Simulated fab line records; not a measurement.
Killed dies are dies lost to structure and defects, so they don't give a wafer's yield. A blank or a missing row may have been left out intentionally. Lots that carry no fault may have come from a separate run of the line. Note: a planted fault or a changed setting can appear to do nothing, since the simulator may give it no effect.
fab line records	flow n5-finfet
record lots=5	wafers=14	last-day=19
route steps=1938 shown TV_LITHO@1884 TV_OPEN@1887 PAD_METAL@1893 PASSIVATION@1897
lots that met no fault: from a run of the same line without faults
start-h: start of the lot's first displayed wafer, in hours after the record's first day	wait-h: how many hours have passed since the lot's step before this one	" the same as in the row above	L1.1+2: a row that stands for several wafers	- no value present, or no start provided	* or withheld: withheld	< > ~ a bound
route shown NAME@n: a module of which the file shows steps, and the number in the route of the first	usual: average and standard deviation across the fault-free wafers	same: alike in all rows	chamber/n: place in a boat	sites: the reading at each site	_std_site: the values' standard deviation	_edge_site: the outer-site mean with the inner-site mean subtracted	radius-mm: for every site, how far away it sits from the centre of the wafer	mask NAME#n: copy n	behind: tool/chamber where the wafer was last shaped	hold: the reason the lot was held/the length of the hold in hours/how it ended	device: the transistor (n, p or np) that didn't switch	end of line: the route-end tests of the same wafers	a step given without rows: its recipe and nothing more	killed: dies lost to structure and defects at the first sort, not the wafer's yield	map: a wafer's dies, marking killed ones x, the rest . and places with no die _
set.NAME: the run value of the setting; set.NAME@STEP: its run value at that earlier step	model.NAME: the simulator's own value behind a step, which no gauge read
certain route steps with their lots: each step a table, each wafer a row
services: from which hour (start-h, from the record's first day; less than 0 if before it) a tool's chamber was out of use, for how many hours, and why
## steps
# step N5_PASSIVATION_OVL_MEAS_60
# recipe points-per-wafer=44
# usual TV_OVL=-1/6.1
lot.wafer	tool	chamber	start-h	wait-h	TV_OVL[nm]
L798.2	overlay-01	0	258.61	0.0	-3
L798.5	"	0	"	"	-1
L804.3	overlay-02	0	298.58	0.0	-16
L804.4	"	0	"	"	-2
L804.5	"	0	"	"	-12
L808.1	overlay-01	0	317.59	0.0	3
L808.2	"	0	"	"	7
L808.3	"	0	"	"	2
L817.1	overlay-02	0	413.74	0.0	-2
L817.2	"	0	"	"	-1
L817.4	"	0	"	"	-4
L819.1	overlay-02	0	459.58	0.0	7
L819.4	"	0	"	"	-5
L819.5	"	0	"	"	4
# step N5_PASSIVATION_INSPECT_61
# recipe mode=adi	inspect-instrument=macro
# usual raw-defect-count=2.2/1.4
lot.wafer	tool	chamber	start-h	wait-h	raw-defect-count
L798.2	defect-inspect-01	-	258.63	0.0	4
L798.5	"	-	"	"	0
L804.3	defect-inspect-02	-	298.61	0.0	2
L804.4	"	-	"	"	2
L804.5	"	-	"	"	3
L808.1	defect-inspect-01	-	317.62	0.0	3
L808.2	"	-	"	"	5
L808.3	"	-	"	"	1
L817.1	defect-inspect-02	-	413.76	0.0	2
L817.2	"	-	"	"	0
L817.4	"	-	"	"	3
L819.1	defect-inspect-02	-	459.60	0.0	0
L819.4	"	-	"	"	2
L819.5	"	-	"	"	2
# step N5_PASSIVATION_DESCUM_12
# recipe chemistry=O2	time-s=7.9	source-power-w=50	bias-power-w=20	pressure-mtorr=20	rf-frequency-hz=2.712e+07	temp-c=40	o2-flow-sccm=225
# step N5_PASSIVATION_PASS_ETCH_74
# recipe chemistry=CF4/O2	target=SiNx	target-depth-a=2200	time-s=110	ion-energy-ev=100	pressure-mtorr=40	source-w=535	bias-w=49	Ar_flow_sccm=100	cf4-flow-sccm=100	O2_flow_sccm=10
# step N5_PASSIVATION_VIA_ETCH_13
# recipe chemistry=CHF3/O2	target=SiO2	target-depth-a=6600	CHF3_flow_sccm=50	O2_flow_sccm=5	Ar_flow_sccm=200	time-s=330	mask-material=PR	pressure-mtorr=30	source-w=650	bias-w=170	ion-energy-ev=200	ends=cleared
# usual drypump-motor-current-A=5.5/0.51	etch-rf-on-time-s=236/5.1	oes-product-au=0.70/0.06	rf-vpp-V=524/9.9	showerhead-plenum-p-Torr=2.41/0.057	throttle-valve-pct=18.92/0.2
lot.wafer	tool	chamber	start-h	wait-h	drypump-motor-current-A	etch-rf-on-time-s	oes-product-au	rf-hours-counter-h	rf-vpp-V	showerhead-plenum-p-Torr	throttle-valve-pct
L798.2	rie-diel-06	2	259.11	0.0	5.8	235	0.66	186	530	2.39	19.14
L798.5	"	3	"	"	6.3	231	0.80	-	520	2.37	18.76
L804.3	rie-diel-04	1	299.06	0.0	6.2	237	0.65	203	525	2.49	18.89
L804.4	"	3	"	"	5.2	241	0.70	87	512	2.44	18.90
L804.5	"	1	"	"	6.1	241	0.65	-	525	2.49	18.89
L808.1	rie-diel-04	1	317.81	0.0	6.1	241	0.64	209	524	2.49	18.89
L808.2	"	2	"	"	5.0	233	0.73	114	545	2.34	19.09
L808.3	"	3	"	"	5.3	239	0.71	92	512	2.44	18.93
L817.1	rie-diel-06	2	414.42	0.0	5.8	240	0.62	226	528	2.37	19.21
L817.2	"	1	"	"	5.5	231	0.63	237	519	2.48	19.19
L817.4	"	3	"	"	6.2	230	0.75	69	521	2.35	18.80
L819.1	rie-diel-02	1	459.83	0.0	5.7	241	0.64	223	518	2.37	18.87
L819.4	"	0	"	"	5.3	239	0.80	-	520	2.35	18.75
L819.5	"	2	"	"	6.4	242	0.74	-	528	2.46	18.98
# step N5_PASSIVATION_STRIP_14
# recipe chemistry=O2	power-w=600	temp-c=60	pressure-mtorr=30	rf-frequency-hz=6e+07	bias-power-w=0	overash-fraction=0.5	o2-flow-sccm=225
# usual drypump-motor-current-A=5.5/0.51	oes-product-au=0.78/0.069	rf-vpp-V=3.7/0.89	showerhead-plenum-p-Torr=2.10/0.056	throttle-valve-pct=16.72/0.24
lot.wafer	tool	chamber	start-h	wait-h	drypump-motor-current-A	oes-product-au	rf-hours-counter-h	rf-vpp-V	showerhead-plenum-p-Torr	throttle-valve-pct
L798.2	rie-diel-06	2	259.31	0.1	5.7	0.73	186	3.8	2.10	17.08
L798.5	"	3	"	"	6.3	0.89	-	4.2	2.04	16.44
L804.3	rie-diel-04	1	299.26	0.1	6.1	0.73	203	4.6	2.18	16.75
L804.4	"	3	"	"	5.3	0.80	88	3.2	2.14	16.73
L804.5	"	1	"	"	6.1	0.72	-	4.2	2.18	16.76
L808.1	rie-diel-04	1	318.01	0.1	6.1	0.71	209	3.0	2.18	16.77
L808.2	"	2	"	"	4.9	0.80	115	3.1	2.02	16.82
L808.3	"	3	"	"	5.3	0.80	92	3.8	2.14	16.79
L817.1	rie-diel-06	2	414.62	0.1	5.8	0.69	227	2.5	2.09	17.13
L817.2	"	1	"	"	5.5	0.70	237	2.8	2.16	16.98
L817.4	"	3	"	"	6.3	0.83	69	5.4	2.03	16.52
L819.1	rie-diel-02	1	460.02	0.1	5.7	0.71	223	3.0	2.07	16.76
L819.4	"	0	"	"	5.3	0.90	-	2.4	2.06	16.56
L819.5	"	2	"	"	6.4	0.83	-	3.4	2.13	16.72
# step N5_PASSIVATION_ETCH_15
# recipe chemistry=CF4/N2	target=SiCN	target-depth-a=750	taper-deg=2	time-s=81.2	ion-energy-ev=150	mask-material=SiNx	pressure-mtorr=40	source-w=430	bias-w=70	Ar_flow_sccm=100	cf4-flow-sccm=60	n2-flow-sccm=60
# step N5_PASSIVATION_STRIP_73
# recipe chemistry=post-etch-residue-remover	time-s=60	temp-c=25	remover-ph=withheld	remover-water-wt-pct=withheld	remover-fluoride-wt-pct=withheld
# step N5_PASSIVATION_SRD_17
# recipe time-s=30	temp-c=23	rinse-liquid=diw	dry=n2-spin	spin-rpm=1500	dry-time-s=30
# step N5_PASSIVATION_DEGAS_18
# recipe ambient=vacuum	temp-c=300	time-s=60
# usual heater-power-w=459/33
lot.wafer	tool	chamber	start-h	wait-h	heater-power-w
L798.2	pvd-sputter-01	-	259.87	0.4	442
L798.5	"	-	"	"	451
L804.3	pvd-sputter-03	-	299.61	0.2	529
L804.4	"	-	"	"	561
L804.5	"	-	"	"	521
L808.1	pvd-sputter-01	-	319.00	0.8	446
L808.2	"	-	"	"	445
L808.3	"	-	"	"	470
L817.1	pvd-sputter-01	-	415.20	0.4	454
L817.2	"	-	"	"	432
L817.4	"	-	"	"	462
L819.1	pvd-sputter-02	-	460.73	0.5	441
L819.4	"	-	"	"	433
L819.5	"	-	"	"	454
# step N5_PASSIVATION_PRE_CLEAN_19
# recipe gas=H2/He	time-s=*	temp-c=*
# step N5_PASSIVATION_SPUTTER_20
# recipe material=TaN	target-thk-a=500	temp-c=25	chamber-pressure-pa=0.4
# usual throttle-valve-pct=30.7/1.2
lot.wafer	tool	chamber	start-h	wait-h	throttle-valve-pct
L798.2	pvd-sputter-01	-	259.95	0.0	32.4
L798.5	"	-	"	"	32.5
L804.3	pvd-sputter-03	-	299.69	0.0	29.5
L804.4	"	-	"	"	27.4
L804.5	"	-	"	"	29.4
L808.1	pvd-sputter-01	-	319.08	0.0	31.1
L808.2	"	-	"	"	32.5
L808.3	"	-	"	"	31.4
L817.1	pvd-sputter-01	-	415.28	0.0	31.2
L817.2	"	-	"	"	31.2
L817.4	"	-	"	"	31.4
L819.1	pvd-sputter-02	-	460.81	0.0	31.7
L819.4	"	-	"	"	30.0
L819.5	"	-	"	"	32.1
# step N5_PASSIVATION_AL_DEP_21
# recipe material=Al	target-thk-a=28000	temp-c=400	time-s=170	power-w=30000	chamber-pressure-pa=0.4	gas=Ar
# usual throttle-valve-pct=30.7/1.2
lot.wafer	tool	chamber	start-h	wait-h	throttle-valve-pct	model.Al_of_PASSIVATION_AL_DEP_21.thk-nm
L798.2	pvd-sputter-01	-	260.05	0.1	32.8	2794
L798.5	"	-	"	"	32.8	2766
L804.3	pvd-sputter-03	-	299.79	0.1	29.3	2791
L804.4	"	-	"	"	27.5	2786
L804.5	"	-	"	"	29.4	2792
L808.1	pvd-sputter-01	-	319.18	0.1	31.1	2807
L808.2	"	-	"	"	32.4	1962
L808.3	"	-	"	"	31.3	2803
L817.1	pvd-sputter-01	-	415.38	0.1	31.1	2752
L817.2	"	-	"	"	31.1	2776
L817.4	"	-	"	"	31.4	2777
L819.1	pvd-sputter-02	-	460.91	0.1	31.8	2841
L819.4	"	-	"	"	30.0	2789
L819.5	"	-	"	"	31.7	2874
# step N5_PASSIVATION_HMDS_23
# recipe time-s=60	temp-c=120
# step N5_PASSIVATION_COAT_24
# recipe spin-rpm=3000	resist-thk-nm=withheld
# step N5_PASSIVATION_EBR_26
# recipe solvent=PGMEA	ebr-width-mm=1.5
# step N5_PASSIVATION_SOFTBAKE_25
# recipe temp-c=100	time-s=90
# step N5_PASSIVATION_EXPOSE_27
# recipe mask-id=PAD	na=0.55	source-shape=conventional	sigma-outer=0.8	polarization=unpolarized	defocus-nm=0	dose-mj=32.3
# step N5_PASSIVATION_PEB_28
# recipe peb-temp-c=withheld	peb-time-s=*
# step N5_PASSIVATION_DEVELOP_29
# recipe develop-time-s=60	rinse-liquid=diw	dry=air-spin	dev-temp-c=21
# step N5_PASSIVATION_HARDBAKE_31
# recipe temp-c=130	time-s=120
# step N5_PASSIVATION_CD_MEAS_30
# recipe target-cd-nm=4000	landing-energy-ev=500	detector=se-inlens	polarity=opening
# usual cd-nm=4000.5/1.8
lot.wafer	tool	chamber	start-h	wait-h	cd-nm
L798.2	cd-sem-03	0	260.52	-	3998.8
L798.5	"	0	"	"	4001.8
L804.3	cd-sem-03	0	300.39	-	4000.7
L804.4	"	0	"	"	4000.7
L804.5	"	0	"	"	4001.2
L808.1	cd-sem-02	0	319.77	-	4001.9
L808.2	"	0	"	"	4002.3
L808.3	"	0	"	"	3999.5
L817.1	cd-sem-01	0	415.85	-	4001.8
L817.2	"	0	"	"	4001.4
L817.4	"	0	"	"	4002.6
L819.1	cd-sem-02	0	461.51	-	4002.4
L819.4	"	0	"	"	4000.4
L819.5	"	0	"	"	3999.9
# step N5_PASSIVATION_OVL_MEAS_63
# recipe points-per-wafer=44
# usual PAD_OVL=-3/5.4
lot.wafer	tool	chamber	start-h	wait-h	PAD_OVL[nm]
L798.2	overlay-01	0	260.59	0.1	6
L798.5	"	0	"	"	4
L804.3	overlay-01	0	300.41	0.0	-3
L804.4	"	0	"	"	-7
L804.5	"	0	"	"	-2
L808.1	overlay-02	0	319.80	0.0	2
L808.2	"	0	"	"	0
L808.3	"	0	"	"	-4
L817.1	overlay-01	0	415.88	0.0	-3
L817.2	"	0	"	"	3
L817.4	"	0	"	"	-4
L819.1	overlay-01	0	461.54	0.0	4
L819.4	"	0	"	"	0
L819.5	"	0	"	"	2
# step N5_PASSIVATION_INSPECT_64
# recipe mode=adi	inspect-instrument=macro
# usual raw-defect-count=2.0/1.5
lot.wafer	tool	chamber	start-h	wait-h	raw-defect-count
L798.2	defect-inspect-02	-	260.61	0.0	4
L798.5	"	-	"	"	5
L804.3	defect-inspect-01	-	300.44	0.0	0
L804.4	"	-	"	"	2
L804.5	"	-	"	"	3
L808.1	defect-inspect-01	-	319.83	0.0	2
L808.2	"	-	"	"	1
L808.3	"	-	"	"	2
L817.1	defect-inspect-01	-	415.90	0.0	2
L817.2	"	-	"	"	2
L817.4	"	-	"	"	0
L819.1	defect-inspect-02	-	461.56	0.0	3
L819.4	"	-	"	"	2
L819.5	"	-	"	"	6
# step N5_PASSIVATION_DESCUM_32
# recipe chemistry=O2	time-s=7.9	source-power-w=50	bias-power-w=20	pressure-mtorr=20	rf-frequency-hz=2.712e+07	temp-c=40	o2-flow-sccm=225
# usual drypump-motor-current-A=5.8/0.38	oes-product-au=0.83/0.084	rf-vpp-V=243.7/1.4	showerhead-plenum-p-Torr=2.13/0.078	throttle-valve-pct=20.36/0.28
lot.wafer	tool	chamber	start-h	wait-h	drypump-motor-current-A	oes-product-au	rf-hours-counter-h	rf-vpp-V	showerhead-plenum-p-Torr	throttle-valve-pct
L798.2	rie-diel-05	3	260.65	0.0	6.1	0.71	237	240.9	1.99	20.54
L798.5	"	2	"	"	6.1	0.71	-	245.2	2.17	20.77
L804.3	rie-diel-05	2	300.49	0.0	6.1	0.70	222	244.1	2.16	20.80
L804.4	"	0	"	"	6.1	0.89	-	245.6	2.23	20.03
L804.5	"	1	"	"	5.5	0.92	-	244.1	2.04	20.14
L808.1	rie-diel-01	0	320.00	0.2	5.2	0.75	147	245.2	2.18	20.47
L808.2	"	3	"	"	5.7	0.85	57	244.4	2.21	20.75
L808.3	"	2	"	"	5.5	0.82	91	245.0	2.11	20.36
L817.1	rie-diel-01	3	416.03	0.1	5.7	0.81	85	244.6	2.20	20.78
L817.2	"	2	"	"	5.6	0.80	116	244.8	2.11	20.40
L817.4	"	1	"	"	6.1	0.80	115	243.2	2.09	20.20
L819.1	rie-diel-01	0	461.60	0.0	5.1	0.71	193	245.2	2.16	20.58
L819.4	"	1	"	"	6.1	0.77	130	244.4	2.09	20.22
L819.5	"	0	"	"	5.2	0.71	-	243.5	2.16	20.55
# step N5_PASSIVATION_AL_ETCH_33
# recipe chemistry=Cl2/BCl3	target-depth-a=28000	over-etch-frac=0.15	Cl2_flow_sccm=180	bcl3-flow-sccm=60	target=Al	stop-on=TaN	time-s=466.7	ion-energy-ev=100	pressure-mtorr=10	icp-w=900	bias-w=100
# usual drypump-motor-current-A=6.03/0.26	oes-product-au=0.73/0.078	throttle-valve-pct=34.22/0.21
lot.wafer	tool	chamber	start-h	wait-h	drypump-motor-current-A	oes-product-au	rf-hours-counter-h	throttle-valve-pct
L798.2	rie-metal-01	1	260.73	0.1	6.39	0.63	65	34.04
L798.5	"	0	"	"	5.96	0.83	-	34.38
L804.3	rie-metal-01	0	300.71	0.2	5.96	0.82	-	34.37
L804.4	"	1	"	"	6.41	0.62	-	34.04
L804.5	"	0	"	"	5.94	0.81	-	34.35
L808.1	rie-metal-01	1	320.08	0.1	6.40	0.62	70	34.04
L808.2	"	0	"	"	5.94	0.63	13	34.93
L808.3	"	0	"	"	5.94	0.80	-	34.37
L817.1	rie-metal-01	0	416.12	0.1	5.98	0.77	21	34.40
L817.2	"	1	"	"	6.44	0.61	78	34.06
L817.4	"	0	"	"	5.95	0.76	-	34.39
L819.1	rie-metal-03	0	461.68	0.1	5.85	0.70	46	34.43
L819.4	"	0	"	"	5.84	0.69	-	34.46
L819.5	"	1	"	"	5.97	0.74	-	34.23
# step N5_PASSIVATION_ETCH_59
# recipe chemistry=Cl2/BCl3	target=TaN	target-depth-a=650	time-s=34.9	ion-energy-ev=100	pressure-mtorr=10	icp-w=900	bias-w=100	Cl2_flow_sccm=60	bcl3-flow-sccm=30
# step N5_PASSIVATION_STRIP_34
# recipe chemistry=O2	power-w=600	temp-c=60	pressure-mtorr=30	rf-frequency-hz=6e+07	bias-power-w=0	overash-fraction=2	o2-flow-sccm=225
# step N5_PASSIVATION_STRIP_51
# recipe chemistry=post-etch-residue-remover	time-s=1200	temp-c=72.5
# step N5_PASSIVATION_CLEAN_69
# recipe chemistry=IPA	time-s=180	temp-c=25
# step N5_PASSIVATION_SRD_70
# recipe dry=ipa-marangoni	time-s=30	temp-c=23	rinse-liquid=diw
# step N5_PASSIVATION_PECVD_53
# recipe material=SiO2	target-thk-a=8000	temp-c=400	precursor=TEOS/O2	pressure-torr=6.5	rf-w=withheld	teos-flow-sccm=withheld	gas=O2	flow-sccm=2650	time-s=169.4
# step N5_PASSIVATION_PECVD_35
# recipe material=SiNx	target-thk-a=7000	temp-c=400	precursor=SiH4/NH3/N2	pressure-torr=4.9	rf-w=1406	time-s=151.3
# step N5_PASSIVATION_HMDS_37
# recipe time-s=60	temp-c=120
# step N5_PASSIVATION_COAT_38
# recipe spin-rpm=3000	resist-thk-nm=withheld
# step N5_PASSIVATION_EBR_40
# recipe solvent=PGMEA	ebr-width-mm=1.5
# step N5_PASSIVATION_SOFTBAKE_39
# recipe temp-c=110	time-s=120
# step N5_PASSIVATION_EXPOSE_41
# recipe mask-id=PASS_OPEN	na=0.55	defocus-nm=0	source-shape=conventional	sigma-outer=0.8	polarization=unpolarized	target-cd-nm=40000	dose-mj=57.25
# step N5_PASSIVATION_PEB_42
# recipe peb-temp-c=withheld	peb-time-s=*
# step N5_PASSIVATION_DEVELOP_43
# recipe develop-time-s=60	rinse-liquid=diw	dry=air-spin	dev-temp-c=21
# step N5_PASSIVATION_HARDBAKE_45
# recipe temp-c=130	time-s=120
# step N5_PASSIVATION_CD_MEAS_44
# recipe target-cd-nm=40000	landing-energy-ev=500	detector=se-inlens
# usual cd-nm=40002/4.2
lot.wafer	tool	chamber	start-h	wait-h	cd-nm
L798.2	cd-sem-03	0	262.33	-	40000
L798.5	"	0	"	"	40006
L804.3	cd-sem-02	0	302.54	-	40002
L804.4	"	0	"	"	39999
L804.5	"	0	"	"	40002
L808.1	cd-sem-03	0	321.69	-	40003
L808.2	"	0	"	"	40002
L808.3	"	0	"	"	39999
L817.1	cd-sem-03	0	417.92	-	39998
L817.2	"	0	"	"	40001
L817.4	"	0	"	"	39996
L819.1	cd-sem-03	0	463.37	-	40001
L819.4	"	0	"	"	40010
L819.5	"	0	"	"	40003
# step N5_PASSIVATION_STRIP_52
# recipe chemistry=post-etch-residue-remover	time-s=1200	temp-c=72.5
lot.wafer	tool	chamber	start-h	wait-h	model.Al_of_PASSIVATION_AL_DEP_21.thk-nm
L798.2	wet-bench-06	1	263.12	-	2778
L798.5	"	2	"	"	2750
L804.3	wet-bench-04	6	303.24	-	2776
L804.4	"	3	"	"	2770
L804.5	"	5	"	"	2777
L808.1	wet-bench-06	4	322.40	-	2792
L808.2	"	7	"	"	1947
L808.3	"	2	"	"	2787
L817.1	wet-bench-01	4	418.65	-	2736
L817.2	"	1	"	"	2761
L817.4	"	0	"	"	2762
L819.1	wet-bench-01	3	464.08	-	2826
L819.4	"	5	"	"	2773
L819.5	"	7	"	"	2858
# step N5_PASSIVATION_PROBE_49
# usual defect-limited-yield=91.3/1.7	killed_at_M0_to_M3=33/9.9	killed_at_M4_up=14/6.4	killed-at-contacts=12/7	killed-at-front-end=41/13	killed-at-other=3.1/2.9	killed-dies=103/20	killed-open=67/14	killed-short=34/9.4	sort_bin_4_leakage=0.03/0.24	sort_bin_5_function=5.1/1.1	sort_bin_6_memory=3.2/0.79	sort-n-pass=1077/21	sort-yield-pct=91.2/1.7
# same gross-dies=1180	killed-at-back-side=0	sort_bin_8_speed[%]=0
lot.wafer	tool	chamber	start-h	wait-h	defect-limited-yield[%]	killed_at_M0_to_M3	killed_at_M4_up	killed-at-contacts	killed-at-front-end	killed-at-other	killed-dies	killed-open	killed-short	sort_bin_4_leakage[%]	sort_bin_5_function[%]	sort_bin_6_memory[%]	sort-n-pass	sort-yield-pct[%]
L798.2	prober-02	-	265.61	0.1	90.2	46	12	22	31	5	116	82	31	0	5.8	3.6	1064	90.2
L798.5	prober-02	-	265.76	0.2	92.8	35	11	21	15	3	85	55	28	0	4.9	2.2	1095	92.8
L804.3	prober-01	-	305.77	0.1	87.7	43	24	7	71	0	145	91	52	0	7.7	4.3	1035	87.7
L804.4	prober-01	-	305.82	0.2	88.5	35	25	9	67	0	136	81	44	0	6.3	4.2	1044	88.5
L804.5	prober-01	-	305.87	0.2	86.4	46	22	25	67	1	161	105	55	0	7.3	5.6	1019	86.4
# killed by level:class
L798.2 MOL_CONTACT_COAG:geometric-particle:open=17 BEOL_M3:geometric-particle:open=14 BEOL_M0_SAQP:geometric-particle:short=8 BEOL_M1:geometric-particle:open=6 STI_FIN_REVEAL:geometric-particle:open=5 GATE_CUT:geometric-particle:open=5 MOL_CONTACT_COAG:geometric-particle:short=5 BEOL_M0_SAQP:geometric-particle:open=5
L798.5 MOL_CONTACT_COAG:geometric-particle:open=15 BEOL_M3:geometric-particle:open=14 MOL_CONTACT_COAG:geometric-particle:short=6 BEOL_M0_SAQP:geometric-particle:short=6 BEOL_M0_SAQP:geometric-particle:open=5 BEOL_M1:geometric-particle:open=4 BEOL_M8:geometric-particle:open=3 STARTING-WAFER:geometric-particle:short=3
L804.3 FIN_SAQP:geometric-particle:open=16 STI_FIN_REVEAL:geometric-particle:open=12 BEOL_M0_SAQP:geometric-particle:short=12 FIN_SAQP:geometric-particle:short=11 DUMMY_GATE:geometric-particle:open=9 BEOL_M4:geometric-particle:open=9 MOL_CONTACT_COAG:geometric-particle:open=7 BEOL_M0_SAQP:geometric-particle:open=7
L804.4 BEOL_M4:geometric-particle:open=15 FIN_SAQP:geometric-particle:short=11 STI_FIN_REVEAL:geometric-particle:open=11 BEOL_M0_SAQP:geometric-particle:short=10 BEOL_M0_SAQP:geometric-particle:open=10 FIN_SAQP:geometric-particle:open=9 MOL_CONTACT_COAG:geometric-particle:open=9 HKMG_FIN:area-etch=8
L804.5 MOL_CONTACT_COAG:geometric-particle:open=18 FIN_SAQP:geometric-particle:open=16 BEOL_M0_SAQP:geometric-particle:short=16 STI_FIN_REVEAL:geometric-particle:open=15 FIN_SAQP:geometric-particle:short=11 BEOL_M4:geometric-particle:open=8 STI_FIN_REVEAL:geometric-particle:short=7 BEOL_M0_SAQP:geometric-particle:open=7
## services
tool	chamber	start-h	hours	kind
rie-diel-06	3	235.37	2.3	repair
rie-diel-05	1	237.91	6.5	repair
pvd-sputter-02	-	269.38	29.2	repair
rie-diel-06	1	295.74	3.9	repair
rie-diel-06	1	303.97	8.4	repair
rie-diel-05	1	308.63	4.9	repair
wet-bench-06	-	328.53	13.5	repair
rie-diel-05	1	329.31	1.2	repair
rie-diel-06	0	337.93	3.2	repair
rie-diel-04	3	342.35	3.4	repair
rie-diel-02	3	347.28	2.8	repair
pvd-sputter-03	-	355.87	6.6	repair
rie-diel-04	0	359.94	1.7	repair
pvd-sputter-02	-	394.55	4.0	repair
rie-diel-04	3	395.94	23.0	repair
rie-diel-04	-	403.75	0.9	repair
rie-diel-04	0	409.11	3.8	repair
rie-diel-04	-	413.19	2.8	pm
rie-diel-04	2	426.35	1.6	repair
pvd-sputter-02	-	431.01	1.0	repair
rie-diel-06	-	432.98	2.1	repair
rie-diel-02	2	440.36	18.8	repair
rie-diel-05	0	440.84	9.2	repair
rie-diel-04	3	452.49	11.0	repair
## key
first-sign none at tools or gauges
model-effect step=N5_PASSIVATION_AL_DEP_21	value=Al_of_PASSIVATION_AL_DEP_21.thk-nm	without=2806	struck=1962
model-effect step=N5_PASSIVATION_STRIP_52	value=Al_of_PASSIVATION_AL_DEP_21.thk-nm	without=2791	struck=1947
met-at N5_PASSIVATION_AL_DEP_21
struck-wafers L808.2
onset-between 260.05 319.18
fault kind=process-parameter-drift	tool=pvd-sputter-01	chamber=-	onset-h=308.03	steps=N5_PASSIVATION_AL_DEP_21	channel=time-s	offset=*	shape=step	end-h=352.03	scope=struck-wafers-only	acts-in=*	stated=*
